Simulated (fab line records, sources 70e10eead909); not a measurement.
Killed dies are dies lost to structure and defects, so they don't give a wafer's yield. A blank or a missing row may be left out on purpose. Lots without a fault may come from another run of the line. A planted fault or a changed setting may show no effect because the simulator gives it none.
Which tool did it? | flow nand_harc | 13 lots, 39 wafers sampled, at 5 steps of a route of 1302

WHAT THE GAUGES READ, wafer by wafer
NHARC_A_CONTACT_CD_MEAS_69: target cd 300 nm.
lot  | measured     | on        | cd_nm (nm)
L164 | day 22 09:28 | cd_sem-01 | 299.6 300.1 300.1
L165 | day 23 02:48 | cd_sem-01 | 299.4 300.1 299.7
L167 | day 23 05:59 | cd_sem-01 | 300.2 299.3 299.2
L166 | day 23 22:04 | cd_sem-02 | 299.4 299.8 299.4
L171 | day 24 19:49 | cd_sem-03 | 299.7 299.0 300.2
L173 | day 26 03:51 | cd_sem-01 | 300.1 300.2 300.5
L174 | day 26 04:21 | cd_sem-03 | 300.1 299.8 299.9
L179 | day 27 15:47 | cd_sem-03 | 300.2 300.2 300.5
L182 | day 29 11:03 | cd_sem-02 | 299.8 299.8 300.2
L180 | day 29 19:07 | cd_sem-02 | 300.1 299.4 300.3
L185 | day 30 14:15 | cd_sem-01 | 300.4 300.4 300.9
L183 | day 30 14:30 | cd_sem-02 | 299.4 299.8 299.1
L184 | day 30 17:56 | cd_sem-03 | 299.5 299.5 300.0

NHARC_A_CONTACT_INSPECT_71.
lot  | measured     | on                | raw_defect_count
L164 | day 22 09:36 | defect_inspect-01 | 107 112 76
L165 | day 23 02:55 | defect_inspect-02 | 24 23 21
L167 | day 23 06:07 | defect_inspect-02 | 123 110 91
L166 | day 23 22:11 | defect_inspect-01 | 57 59 51
L171 | day 24 19:56 | defect_inspect-02 | 139 106 132
L173 | day 26 03:58 | defect_inspect-01 | 57 66 57
L174 | day 26 04:29 | defect_inspect-02 | 128 156 139
L179 | day 27 15:55 | defect_inspect-01 | 151 159 155
L182 | day 29 11:10 | defect_inspect-02 | 118 110 114
L180 | day 29 19:14 | defect_inspect-02 | 34 27 22
L185 | day 30 14:22 | defect_inspect-02 | 39 38 45
L183 | day 30 14:37 | defect_inspect-02 | 133 133 115
L184 | day 30 18:04 | defect_inspect-01 | 121 109 141

NHARC_END_SORT_01.
lot  | measured     | on        | killed_at_array | killed_at_other | killed_at_periphery | killed_dies | killed_open | killed_short
L164 | day 24 19:59 | prober-02 | 82 60 52        | 0 1 1           | 4 1 4               | 86 62 57    | 4 2 4       | 2 1 4
L165 | day 25 15:18 | prober-02 | 30 24 30        | 0 0 3           | 3 6 3               | 33 30 36    | 5 6 3       | 2 3 4
L166 | day 26 12:31 | prober-02 | 49 51 45        | 0 2 1           | 4 4 6               | 53 57 52    | 3 5 2       | 3 4 3
L171 | day 27 03:35 | prober-01 | 71 63 62        | 0 0 0           | 0 0 0               | 71 63 62    | 4 1 2       | 1 1 2
L174 | day 28 14:43 | prober-01 | 74 82 85        | 0 0 1           | 5 9 6               | 79 91 92    | 2 1 2       | 0 4 1
L179 | day 30 12:34 | prober-01 | 78 77 64        | 0 0 0           | 8 3 5               | 86 80 69    | 3 1 2       | 0 2 0
L183 | day 33 06:49 | prober-02 | 53 54 62        | 2 0 1           | 5 3 3               | 60 57 66    | 2 4 5       | 1 1 3
L184 | day 33 12:59 | prober-01 | 52 47 58        | 1 1 2           | 2 4 4               | 55 52 64    | 4 2 2       | 2 1 2

WHICH TOOL RAN EACH LOT (tool, then ch and the chambers of the sampled wafers, then the start)
lot  | NHARC_A_CONTACT_SOFTBAKE_64       | NHARC_A_CONTACT_ETCH_75
L164 | litho_track-06 ch 0, day 22 09:00 | rie_diel-13 ch 2,3, day 22 09:44
L165 | litho_track-01 ch 0, day 23 02:00 | rie_diel-13 ch 1,2, day 23 03:04
L167 | litho_track-04 ch 0, day 23 05:00 | rie_diel-13 ch 0,1,2, day 23 06:15
L166 | litho_track-04 ch 0, day 23 21:00 | rie_diel-13 ch 0,1,2, day 23 22:21
L171 | litho_track-01 ch 0, day 24 19:00 | rie_diel-13 ch 0,2,3, day 24 20:05
L173 | litho_track-01 ch 0, day 26 03:00 | rie_diel-06 ch 0,1,2, day 26 04:10
L174 | litho_track-01 ch 0, day 26 03:00 | rie_diel-13 ch 0,1,3, day 26 04:38
L179 | litho_track-06 ch 0, day 27 15:00 | rie_diel-13 ch 1,2, day 27 16:04
L182 | litho_track-04 ch 0, day 29 10:00 | rie_diel-13 ch 0,1,2, day 29 11:19
L180 | litho_track-01 ch 0, day 29 18:00 | rie_diel-09 ch 0,1,3, day 29 19:25
L185 | litho_track-01 ch 0, day 30 13:00 | rie_diel-06 ch 1,2,3, day 30 14:33
L183 | litho_track-04 ch 0, day 30 14:00 | rie_diel-09 ch 0,1,3, day 30 14:47
L184 | litho_track-01 ch 0, day 30 17:00 | rie_diel-13 ch 0,1,3, day 30 18:18
- NHARC_A_CONTACT_SOFTBAKE_64: time 55 s.
- NHARC_A_CONTACT_ETCH_75: etches the open film in CF4, target depth 39 nm, time 65 s.

WHAT THE TOOLS THEMSELVES READ (means of the sampled wafers that have a number; where no wafer has one, the mark that the record gives instead)
NHARC_A_CONTACT_SOFTBAKE_64.
lot  | tool           | exhaust_pa (Pa) | heater_power_total_W (W)
L164 | litho_track-06 | 44.5            | 188.51
L165 | litho_track-01 | 45.1            | 188.38
L167 | litho_track-04 | 44.8            | 188.55
L166 | litho_track-04 | 46.1            | 188.39
L171 | litho_track-01 | 43.8            | 233.43
L173 | litho_track-01 | 44.6            | 278.20
L174 | litho_track-01 | 45.2            | 233.20
L179 | litho_track-06 | 44.7            | 188.51
L182 | litho_track-04 | 44.7            | 188.52
L180 | litho_track-01 | 44.3            | 188.36
L185 | litho_track-01 | 46.1            | 188.50
L183 | litho_track-04 | 45.2            | 188.53
L184 | litho_track-01 | 44.7            | 188.45

NHARC_A_CONTACT_ETCH_75.
lot  | tool        | drypump_motor_current_A (A) | oes_product_au (a.u.) | rf_vpp_V (V) | showerhead_plenum_p_Torr (Torr) | throttle_valve_pct (%)
L164 | rie_diel-13 | 5.85                        | 0.990                 | 151.8        | 1.82                            | 13.282
L165 | rie_diel-13 | 5.84                        | 0.992                 | 150.8        | 1.72                            | 13.284
L167 | rie_diel-13 | 5.67                        | 0.989                 | 150.3        | 1.73                            | 13.277
L166 | rie_diel-13 | 5.65                        | 0.994                 | 152.2        | 1.73                            | 13.276
L171 | rie_diel-13 | 5.78                        | 0.994                 | 151.4        | 1.77                            | 13.279
L173 | rie_diel-06 | 5.76                        | 1.005                 | 152.0        | 1.75                            | 13.291
L174 | rie_diel-13 | 5.60                        | 0.984                 | 151.9        | 1.79                            | 13.291
L179 | rie_diel-13 | 5.70                        | 0.994                 | 151.1        | 1.73                            | 13.277
L182 | rie_diel-13 | 5.66                        | 0.998                 | 150.8        | 1.73                            | 13.290
L180 | rie_diel-09 | 5.55                        | 0.997                 | 152.1        | 1.80                            | 13.276
L185 | rie_diel-06 | 5.60                        | 0.999                 | 151.8        | 1.84                            | 13.282
L183 | rie_diel-09 | 5.53                        | 1.012                 | 151.4        | 1.80                            | 13.280
L184 | rie_diel-13 | 5.60                        | 1.009                 | 152.3        | 1.78                            | 13.281

THE ANSWER, worked out from the rows above alone
Rule: what is usual is taken from the lots themselves. Put in order of their means at a reading, lots are off if they are a third of the lots or fewer, leave a main group of 4 or more, and stand apart from it by a gap of 3 or more times the standard deviation of the main group's means; of several such gaps the widest counts. A main group whose means are all the same, to the digits that the tables above print for the reading, isn't used. A lot without any number at a reading at which 4 lots or more have one is off too. The other lots that the step has rows for count as sound. The gauges are gone through in route order, then the tools' own readings, and for those a lot's mean is taken as printed above. The first step at which some lot is off is used, and at that step the reading that is off furthest; a lot without a number counts as furthest.
Off: L171, L173, L174, at NHARC_A_CONTACT_SOFTBAKE_64 (heater_power_total_W). The main group: mean 188.47 W, standard deviation 0.066.
A tool fits if, at that step or a process step before it, it ran every lot that is off, and no sound lot after the first of them. None of those tried fits.

WHAT THE SIMULATOR HAD PUT IN
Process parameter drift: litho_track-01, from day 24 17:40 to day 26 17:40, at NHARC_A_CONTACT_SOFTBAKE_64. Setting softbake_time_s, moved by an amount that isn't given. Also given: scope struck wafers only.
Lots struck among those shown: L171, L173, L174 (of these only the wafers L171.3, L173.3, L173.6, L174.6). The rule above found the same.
